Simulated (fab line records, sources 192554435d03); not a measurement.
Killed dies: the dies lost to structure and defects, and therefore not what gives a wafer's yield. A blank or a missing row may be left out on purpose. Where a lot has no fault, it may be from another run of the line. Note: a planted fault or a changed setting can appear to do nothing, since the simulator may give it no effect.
Which tool is to blame? / flow n5Finfet / 18 lots, 54 wafers sampled, at 4 steps of a route of 1938

## WHAT THE GAUGES READ, wafer by wafer
N5_BEOL_M11_OVL_MEAS_12.
lot=L074; measured=day 11 02:16; on=overlay-02; M11_OVL (nm)=0.6 -0.2 0.3
lot=L076; measured=day 11 13:02; on=overlay-02; M11_OVL (nm)=0.4 0.4 0.5
lot=L077; measured=day 11 16:47; on=overlay-01; M11_OVL (nm)=1.3 2.3 1.5
lot=L081; measured=day 11 23:41; on=overlay-02; M11_OVL (nm)=0.5 0.3 0.4
lot=L080; measured=day 12 07:40; on=overlay-01; M11_OVL (nm)=0.0 0.6 -0.2
lot=L079; measured=day 12 05:37; on=overlay-02; M11_OVL (nm)=2.3 1.5 1.0
lot=L083; measured=day 12 08:02; on=overlay-01; M11_OVL (nm)=2.0 1.9 1.9
lot=L082; measured=day 12 11:32; on=overlay-01; M11_OVL (nm)=1.0 1.4 0.9
lot=L084; measured=day 13 06:59; on=overlay-01; M11_OVL (nm)=1.6 1.7 1.0
lot=L085; measured=day 13 07:30; on=overlay-02; M11_OVL (nm)=1.3 1.8 1.0
lot=L086; measured=day 13 21:43; on=overlay-01; M11_OVL (nm)=0.9 0.2 0.5
lot=L088; measured=day 13 22:24; on=overlay-01; M11_OVL (nm)=1.5 1.2 1.5
lot=L092; measured=day 14 19:34; on=overlay-01; M11_OVL (nm)=-0.1 0.2 0.4
lot=L087; measured=day 14 19:20; on=overlay-02; M11_OVL (nm)=0.4 -0.8 -1.0
lot=L091; measured=day 15 01:17; on=overlay-02; M11_OVL (nm)=-0.4 0.1 0.2
lot=L090; measured=day 15 01:07; on=overlay-01; M11_OVL (nm)=1.6 1.7 2.3
lot=L094; measured=day 15 01:56; on=overlay-02; M11_OVL (nm)=0.6 1.4 0.8
lot=L095; measured=day 16 13:02; on=overlay-01; M11_OVL (nm)=-0.6 -1.0 -1.0

## EACH LOT AND THE TOOL THAT RAN IT (in order: tool; ch and the chambers of the sampled wafers; start)
lot=L074; N5_BEOL_M10_HM_DEP_02=pvdSputter-02, day 10 18:44; N5_BEOL_M10_STRIP_67=rieDiel-06 ch 0,3, day 10 19:36; N5_BEOL_M10_ETCH_65=rieDiel-03 ch 1,3, day 10 21:13
lot=L076; N5_BEOL_M10_HM_DEP_02=pvdSputter-03, day 11 01:46; N5_BEOL_M10_STRIP_67=rieDiel-03 ch 0,1,3, day 11 02:36; N5_BEOL_M10_ETCH_65=rieDiel-03 ch 0,1,3, day 11 05:23
lot=L077; N5_BEOL_M10_HM_DEP_02=pvdSputter-01, day 11 09:10; N5_BEOL_M10_STRIP_67=rieDiel-06 ch 0,1,3, day 11 09:59; N5_BEOL_M10_ETCH_65=rieDiel-01 ch 0,1,2, day 11 11:59
lot=L081; N5_BEOL_M10_HM_DEP_02=pvdSputter-01, day 11 16:07; N5_BEOL_M10_STRIP_67=rieDiel-03 ch 0,2,3, day 11 16:59; N5_BEOL_M10_ETCH_65=rieDiel-03 ch 0,2,3, day 11 18:22
lot=L080; N5_BEOL_M10_HM_DEP_02=pvdSputter-02, day 11 22:41; N5_BEOL_M10_STRIP_67=rieDiel-01 ch 0,2, day 11 23:30; N5_BEOL_M10_ETCH_65=rieDiel-06 ch 2,3, day 12 00:23
lot=L079; N5_BEOL_M10_HM_DEP_02=pvdSputter-02, day 11 22:59; N5_BEOL_M10_STRIP_67=rieDiel-03 ch 0,1,3, day 11 23:48; N5_BEOL_M10_ETCH_65=rieDiel-06 ch 0,1, day 12 00:50
lot=L083; N5_BEOL_M10_HM_DEP_02=pvdSputter-02, day 11 23:05; N5_BEOL_M10_STRIP_67=rieDiel-06 ch 1,2,3, day 11 23:58; N5_BEOL_M10_ETCH_65=rieDiel-01 ch 0,1,2, day 12 01:04
lot=L082; N5_BEOL_M10_HM_DEP_02=pvdSputter-01, day 12 03:59; N5_BEOL_M10_STRIP_67=rieDiel-01 ch 1,2, day 12 04:49; N5_BEOL_M10_ETCH_65=rieDiel-01 ch 0,1,2, day 12 06:53
lot=L084; N5_BEOL_M10_HM_DEP_02=pvdSputter-03, day 12 20:15; N5_BEOL_M10_STRIP_67=rieDiel-01 ch 1,2, day 12 21:50; N5_BEOL_M10_ETCH_65=rieDiel-03 ch 0,1,3, day 12 22:53
lot=L085; N5_BEOL_M10_HM_DEP_02=pvdSputter-02, day 12 23:07; N5_BEOL_M10_STRIP_67=rieDiel-03 ch 0,2,3, day 12 23:48; N5_BEOL_M10_ETCH_65=rieDiel-06 ch 1,2,3, day 13 00:38
lot=L086; N5_BEOL_M10_HM_DEP_02=pvdSputter-01, day 13 12:04; N5_BEOL_M10_STRIP_67=rieDiel-03 ch 0,3, day 13 12:53; N5_BEOL_M10_ETCH_65=rieDiel-03 ch 1,2, day 13 13:50
lot=L088; N5_BEOL_M10_HM_DEP_02=pvdSputter-01, day 13 15:24; N5_BEOL_M10_STRIP_67=rieDiel-06 ch 0,1,3, day 13 16:13; N5_BEOL_M10_ETCH_65=rieDiel-01 ch 1,3, day 13 17:11
lot=L092; N5_BEOL_M10_HM_DEP_02=pvdSputter-02, day 14 07:19; N5_BEOL_M10_STRIP_67=rieDiel-01 ch 0,1, day 14 08:08; N5_BEOL_M10_ETCH_65=rieDiel-06 ch 1,2,3, day 14 13:20
lot=L087; N5_BEOL_M10_HM_DEP_02=pvdSputter-02, day 14 07:25; N5_BEOL_M10_STRIP_67=rieDiel-03 ch 1,2, day 14 08:21; N5_BEOL_M10_ETCH_65=rieDiel-03 ch 0,1,2, day 14 13:12
lot=L091; N5_BEOL_M10_HM_DEP_02=pvdSputter-01, day 14 18:24; N5_BEOL_M10_STRIP_67=rieDiel-06 ch 1,2,3, day 14 19:06; N5_BEOL_M10_ETCH_65=rieDiel-01 ch 1,2, day 14 19:45
lot=L090; N5_BEOL_M10_HM_DEP_02=pvdSputter-01, day 14 18:30; N5_BEOL_M10_STRIP_67=rieDiel-06 ch 0,3, day 14 19:21; N5_BEOL_M10_ETCH_65=rieDiel-03 ch 0,2,3, day 14 20:18
lot=L094; N5_BEOL_M10_HM_DEP_02=pvdSputter-01, day 14 18:50; N5_BEOL_M10_STRIP_67=rieDiel-06 ch 0,1,3, day 14 19:40; N5_BEOL_M10_ETCH_65=rieDiel-01 ch 0,2, day 14 20:31
lot=L095; N5_BEOL_M10_HM_DEP_02=pvdSputter-03, day 16 04:05; N5_BEOL_M10_STRIP_67=rieDiel-01 ch 1,3, day 16 04:54; N5_BEOL_M10_ETCH_65=rieDiel-01 ch 0,1,2, day 16 05:57
- N5_BEOL_M10_HM_DEP_02: deposits TiN, target thk 20 nm.
- N5_BEOL_M10_STRIP_67: strips in CF4.
- N5_BEOL_M10_ETCH_65: etches SiARC in CF4, target depth 39 nm, time 65 s.

## AS READ BY THE TOOLS THEMSELVES (means over the sampled wafers that have a number; for cases with no such wafer, the mark the record gives instead)
N5_BEOL_M10_HM_DEP_02.
lot=L074; tool=pvdSputter-02; throttleValvePct (%)=30.0
lot=L076; tool=pvdSputter-03; throttleValvePct (%)=31.1
lot=L077; tool=pvdSputter-01; throttleValvePct (%)=29.2
lot=L081; tool=pvdSputter-01; throttleValvePct (%)=30.3
lot=L080; tool=pvdSputter-02; throttleValvePct (%)=30.2
lot=L079; tool=pvdSputter-02; throttleValvePct (%)=30.0
lot=L083; tool=pvdSputter-02; throttleValvePct (%)=30.0
lot=L082; tool=pvdSputter-01; throttleValvePct (%)=29.8
lot=L084; tool=pvdSputter-03; throttleValvePct (%)=31.3
lot=L085; tool=pvdSputter-02; throttleValvePct (%)=30.4
lot=L086; tool=pvdSputter-01; throttleValvePct (%)=29.9
lot=L088; tool=pvdSputter-01; throttleValvePct (%)=29.4
lot=L092; tool=pvdSputter-02; throttleValvePct (%)=30.0
lot=L087; tool=pvdSputter-02; throttleValvePct (%)=29.8
lot=L091; tool=pvdSputter-01; throttleValvePct (%)=29.7
lot=L090; tool=pvdSputter-01; throttleValvePct (%)=29.6
lot=L094; tool=pvdSputter-01; throttleValvePct (%)=29.7
lot=L095; tool=pvdSputter-03; throttleValvePct (%)=31.3

N5_BEOL_M10_STRIP_67.
lot=L074; tool=rieDiel-06; biasPowerW (W)=75.05; cf4FlowSccm (sccm)=149.7; chamberPressureMTorr (mTorr)=50.06; drypumpMotorCurrentA (A)=5.6; oesProductAu (a.u.)=0.79; rfVppV (V)=272.8; showerheadPlenumPTorr (Torr)=1.86; throttleValvePct (%)=13.65
lot=L076; tool=rieDiel-03; biasPowerW (W)=74.68; cf4FlowSccm (sccm)=149.9; chamberPressureMTorr (mTorr)=50.03; drypumpMotorCurrentA (A)=5.9; oesProductAu (a.u.)=0.77; rfVppV (V)=270.7; showerheadPlenumPTorr (Torr)=1.78; throttleValvePct (%)=13.68
lot=L077; tool=rieDiel-06; biasPowerW (W)=75.12; cf4FlowSccm (sccm)=150.4; chamberPressureMTorr (mTorr)=50.03; drypumpMotorCurrentA (A)=5.8; oesProductAu (a.u.)=0.84; rfVppV (V)=271.7; showerheadPlenumPTorr (Torr)=1.84; throttleValvePct (%)=13.53
lot=L081; tool=rieDiel-03; biasPowerW (W)=74.72; cf4FlowSccm (sccm)=150.1; chamberPressureMTorr (mTorr)=50.00; drypumpMotorCurrentA (A)=5.9; oesProductAu (a.u.)=0.74; rfVppV (V)=270.6; showerheadPlenumPTorr (Torr)=1.77; throttleValvePct (%)=13.57
lot=L080; tool=rieDiel-01; biasPowerW (W)=75.17; cf4FlowSccm (sccm)=150.2; chamberPressureMTorr (mTorr)=50.04; drypumpMotorCurrentA (A)=6.4; oesProductAu (a.u.)=0.79; rfVppV (V)=272.4; showerheadPlenumPTorr (Torr)=1.85; throttleValvePct (%)=13.73
lot=L079; tool=rieDiel-03; biasPowerW (W)=75.17; cf4FlowSccm (sccm)=149.6; chamberPressureMTorr (mTorr)=50.04; drypumpMotorCurrentA (A)=6.0; oesProductAu (a.u.)=0.76; rfVppV (V)=271.3; showerheadPlenumPTorr (Torr)=1.78; throttleValvePct (%)=13.69
lot=L083; tool=rieDiel-06; biasPowerW (W)=74.98; cf4FlowSccm (sccm)=150.3; chamberPressureMTorr (mTorr)=49.99; drypumpMotorCurrentA (A)=5.7; oesProductAu (a.u.)=0.82; rfVppV (V)=271.9; showerheadPlenumPTorr (Torr)=1.80; throttleValvePct (%)=13.51
lot=L082; tool=rieDiel-01; biasPowerW (W)=75.00; cf4FlowSccm (sccm)=149.6; chamberPressureMTorr (mTorr)=49.97; drypumpMotorCurrentA (A)=6.1; oesProductAu (a.u.)=0.80; rfVppV (V)=270.6; showerheadPlenumPTorr (Torr)=1.78; throttleValvePct (%)=13.63
lot=L084; tool=rieDiel-01; biasPowerW (W)=74.92; cf4FlowSccm (sccm)=149.6; chamberPressureMTorr (mTorr)=49.97; drypumpMotorCurrentA (A)=6.1; oesProductAu (a.u.)=0.79; rfVppV (V)=271.2; showerheadPlenumPTorr (Torr)=1.77; throttleValvePct (%)=13.64
lot=L085; tool=rieDiel-03; biasPowerW (W)=74.90; cf4FlowSccm (sccm)=150.0; chamberPressureMTorr (mTorr)=49.96; drypumpMotorCurrentA (A)=5.9; oesProductAu (a.u.)=0.73; rfVppV (V)=270.5; showerheadPlenumPTorr (Torr)=1.77; throttleValvePct (%)=13.61
lot=L086; tool=rieDiel-03; biasPowerW (W)=74.83; cf4FlowSccm (sccm)=149.8; chamberPressureMTorr (mTorr)=50.01; drypumpMotorCurrentA (A)=6.2; oesProductAu (a.u.)=0.72; rfVppV (V)=270.0; showerheadPlenumPTorr (Torr)=1.76; throttleValvePct (%)=13.75
lot=L088; tool=rieDiel-06; biasPowerW (W)=74.74; cf4FlowSccm (sccm)=150.1; chamberPressureMTorr (mTorr)=49.99; drypumpMotorCurrentA (A)=5.8; oesProductAu (a.u.)=0.81; rfVppV (V)=272.1; showerheadPlenumPTorr (Torr)=1.84; throttleValvePct (%)=13.58
lot=L092; tool=rieDiel-01; biasPowerW (W)=75.14; cf4FlowSccm (sccm)=149.9; chamberPressureMTorr (mTorr)=50.01; drypumpMotorCurrentA (A)=6.1; oesProductAu (a.u.)=0.70; rfVppV (V)=269.9; showerheadPlenumPTorr (Torr)=1.75; throttleValvePct (%)=13.74
lot=L087; tool=rieDiel-03; biasPowerW (W)=75.02; cf4FlowSccm (sccm)=150.1; chamberPressureMTorr (mTorr)=50.05; drypumpMotorCurrentA (A)=5.5; oesProductAu (a.u.)=0.75; rfVppV (V)=271.0; showerheadPlenumPTorr (Torr)=1.80; throttleValvePct (%)=13.77
lot=L091; tool=rieDiel-06; biasPowerW (W)=75.00; cf4FlowSccm (sccm)=150.5; chamberPressureMTorr (mTorr)=50.07; drypumpMotorCurrentA (A)=5.7; oesProductAu (a.u.)=0.79; rfVppV (V)=271.7; showerheadPlenumPTorr (Torr)=1.79; throttleValvePct (%)=13.57
lot=L090; tool=rieDiel-06; biasPowerW (W)=74.79; cf4FlowSccm (sccm)=150.8; chamberPressureMTorr (mTorr)=50.00; drypumpMotorCurrentA (A)=5.6; oesProductAu (a.u.)=0.76; rfVppV (V)=272.5; showerheadPlenumPTorr (Torr)=1.85; throttleValvePct (%)=13.72
lot=L094; tool=rieDiel-06; biasPowerW (W)=75.07; cf4FlowSccm (sccm)=150.2; chamberPressureMTorr (mTorr)=50.02; drypumpMotorCurrentA (A)=5.8; oesProductAu (a.u.)=0.81; rfVppV (V)=271.6; showerheadPlenumPTorr (Torr)=1.83; throttleValvePct (%)=13.60
lot=L095; tool=rieDiel-01; biasPowerW (W)=75.14; cf4FlowSccm (sccm)=150.4; chamberPressureMTorr (mTorr)=50.00; drypumpMotorCurrentA (A)=6.1; oesProductAu (a.u.)=0.82; rfVppV (V)=270.7; showerheadPlenumPTorr (Torr)=1.73; throttleValvePct (%)=13.55

N5_BEOL_M10_ETCH_65.
lot=L074; tool=rieDiel-03; cf4FlowSccm (sccm)=99.94; chamberPressureMTorr (mTorr)=40.00; drypumpMotorCurrentA (A)=5.7; etchRfOnTimeS (s)=65.6; oesProductAu (a.u.)=0.69; rfVppV (V)=184.3; showerheadPlenumPTorr (Torr)=2.14; throttleValvePct (%)=15.65
lot=L076; tool=rieDiel-03; cf4FlowSccm (sccm)=100.14; chamberPressureMTorr (mTorr)=40.04; drypumpMotorCurrentA (A)=6.0; etchRfOnTimeS (s)=64.7; oesProductAu (a.u.)=0.66; rfVppV (V)=183.8; showerheadPlenumPTorr (Torr)=2.13; throttleValvePct (%)=15.71
lot=L077; tool=rieDiel-01; cf4FlowSccm (sccm)=100.09; chamberPressureMTorr (mTorr)=40.01; drypumpMotorCurrentA (A)=6.2; etchRfOnTimeS (s)=67.7; oesProductAu (a.u.)=0.65; rfVppV (V)=183.3; showerheadPlenumPTorr (Torr)=2.14; throttleValvePct (%)=15.71
lot=L081; tool=rieDiel-03; cf4FlowSccm (sccm)=100.14; chamberPressureMTorr (mTorr)=40.01; drypumpMotorCurrentA (A)=5.9; etchRfOnTimeS (s)=65.8; oesProductAu (a.u.)=0.63; rfVppV (V)=182.7; showerheadPlenumPTorr (Torr)=2.11; throttleValvePct (%)=15.60
lot=L080; tool=rieDiel-06; cf4FlowSccm (sccm)=99.76; chamberPressureMTorr (mTorr)=39.99; drypumpMotorCurrentA (A)=5.4; etchRfOnTimeS (s)=67.8; oesProductAu (a.u.)=0.62; rfVppV (V)=184.3; showerheadPlenumPTorr (Torr)=2.13; throttleValvePct (%)=15.63
lot=L079; tool=rieDiel-06; cf4FlowSccm (sccm)=100.23; chamberPressureMTorr (mTorr)=39.98; drypumpMotorCurrentA (A)=6.2; etchRfOnTimeS (s)=63.4; oesProductAu (a.u.)=0.75; rfVppV (V)=184.6; showerheadPlenumPTorr (Torr)=2.21; throttleValvePct (%)=15.57
lot=L083; tool=rieDiel-01; cf4FlowSccm (sccm)=99.77; chamberPressureMTorr (mTorr)=40.00; drypumpMotorCurrentA (A)=6.2; etchRfOnTimeS (s)=67.6; oesProductAu (a.u.)=0.64; rfVppV (V)=184.6; showerheadPlenumPTorr (Torr)=2.14; throttleValvePct (%)=15.71
lot=L082; tool=rieDiel-01; cf4FlowSccm (sccm)=99.86; chamberPressureMTorr (mTorr)=40.00; drypumpMotorCurrentA (A)=6.2; etchRfOnTimeS (s)=67.4; oesProductAu (a.u.)=0.64; rfVppV (V)=184.8; showerheadPlenumPTorr (Torr)=2.14; throttleValvePct (%)=15.73
lot=L084; tool=rieDiel-03; cf4FlowSccm (sccm)=100.06; chamberPressureMTorr (mTorr)=40.02; drypumpMotorCurrentA (A)=5.9; etchRfOnTimeS (s)=64.1; oesProductAu (a.u.)=0.65; rfVppV (V)=183.3; showerheadPlenumPTorr (Torr)=2.12; throttleValvePct (%)=15.75
lot=L085; tool=rieDiel-06; cf4FlowSccm (sccm)=100.07; chamberPressureMTorr (mTorr)=40.01; drypumpMotorCurrentA (A)=5.7; etchRfOnTimeS (s)=67.0; oesProductAu (a.u.)=0.68; rfVppV (V)=184.3; showerheadPlenumPTorr (Torr)=2.16; throttleValvePct (%)=15.60
lot=L086; tool=rieDiel-03; cf4FlowSccm (sccm)=99.51; chamberPressureMTorr (mTorr)=39.99; drypumpMotorCurrentA (A)=5.4; etchRfOnTimeS (s)=67.2; oesProductAu (a.u.)=0.61; rfVppV (V)=184.1; showerheadPlenumPTorr (Torr)=2.13; throttleValvePct (%)=15.63
lot=L088; tool=rieDiel-01; cf4FlowSccm (sccm)=100.18; chamberPressureMTorr (mTorr)=40.01; drypumpMotorCurrentA (A)=6.1; etchRfOnTimeS (s)=63.5; oesProductAu (a.u.)=0.73; rfVppV (V)=183.7; showerheadPlenumPTorr (Torr)=2.08; throttleValvePct (%)=15.58
lot=L092; tool=rieDiel-06; cf4FlowSccm (sccm)=100.03; chamberPressureMTorr (mTorr)=40.00; drypumpMotorCurrentA (A)=5.7; etchRfOnTimeS (s)=67.0; oesProductAu (a.u.)=0.67; rfVppV (V)=184.1; showerheadPlenumPTorr (Torr)=2.15; throttleValvePct (%)=15.61
lot=L087; tool=rieDiel-03; cf4FlowSccm (sccm)=100.03; chamberPressureMTorr (mTorr)=39.98; drypumpMotorCurrentA (A)=5.6; etchRfOnTimeS (s)=65.1; oesProductAu (a.u.)=0.61; rfVppV (V)=184.0; showerheadPlenumPTorr (Torr)=2.13; throttleValvePct (%)=15.82
lot=L091; tool=rieDiel-01; cf4FlowSccm (sccm)=100.16; chamberPressureMTorr (mTorr)=40.02; drypumpMotorCurrentA (A)=6.1; etchRfOnTimeS (s)=65.9; oesProductAu (a.u.)=0.66; rfVppV (V)=184.1; showerheadPlenumPTorr (Torr)=2.12; throttleValvePct (%)=15.72
lot=L090; tool=rieDiel-03; cf4FlowSccm (sccm)=99.87; chamberPressureMTorr (mTorr)=40.00; drypumpMotorCurrentA (A)=5.9; etchRfOnTimeS (s)=65.8; oesProductAu (a.u.)=0.61; rfVppV (V)=184.2; showerheadPlenumPTorr (Torr)=2.10; throttleValvePct (%)=15.65
lot=L094; tool=rieDiel-01; cf4FlowSccm (sccm)=100.08; chamberPressureMTorr (mTorr)=39.98; drypumpMotorCurrentA (A)=6.3; etchRfOnTimeS (s)=68.7; oesProductAu (a.u.)=0.63; rfVppV (V)=184.5; showerheadPlenumPTorr (Torr)=2.19; throttleValvePct (%)=15.80
lot=L095; tool=rieDiel-01; cf4FlowSccm (sccm)=100.34; chamberPressureMTorr (mTorr)=39.98; drypumpMotorCurrentA (A)=6.2; etchRfOnTimeS (s)=68.1; oesProductAu (a.u.)=0.62; rfVppV (V)=183.7; showerheadPlenumPTorr (Torr)=2.13; throttleValvePct (%)=15.79

## THE ANSWER, worked out from the rows above alone
Rule: what is usual is taken from the lots themselves. Put in order of their means at a reading, lots are off if they are a third of the lots or fewer, leave a main group of 4 or more, and stand apart from it by a gap of 3 or more times the standard deviation of the main group's means; of several such gaps the widest counts. If all means in a main group match to the digits the tables above print for the reading, that group is not used. Also off: a lot with no number at a reading for which 4 or more lots have one. The other lots that the step has rows for count as sound. The gauges are gone through in route order, then the tools' own readings, and for those a lot's mean is taken as printed above. The first step at which some lot is off is used, and at that step the reading that is off furthest; a lot without a number counts as furthest.
No lot is off on any of the readings shown, so nothing can be concluded from this.

## WHAT THE SIMULATOR HAD INSERTED
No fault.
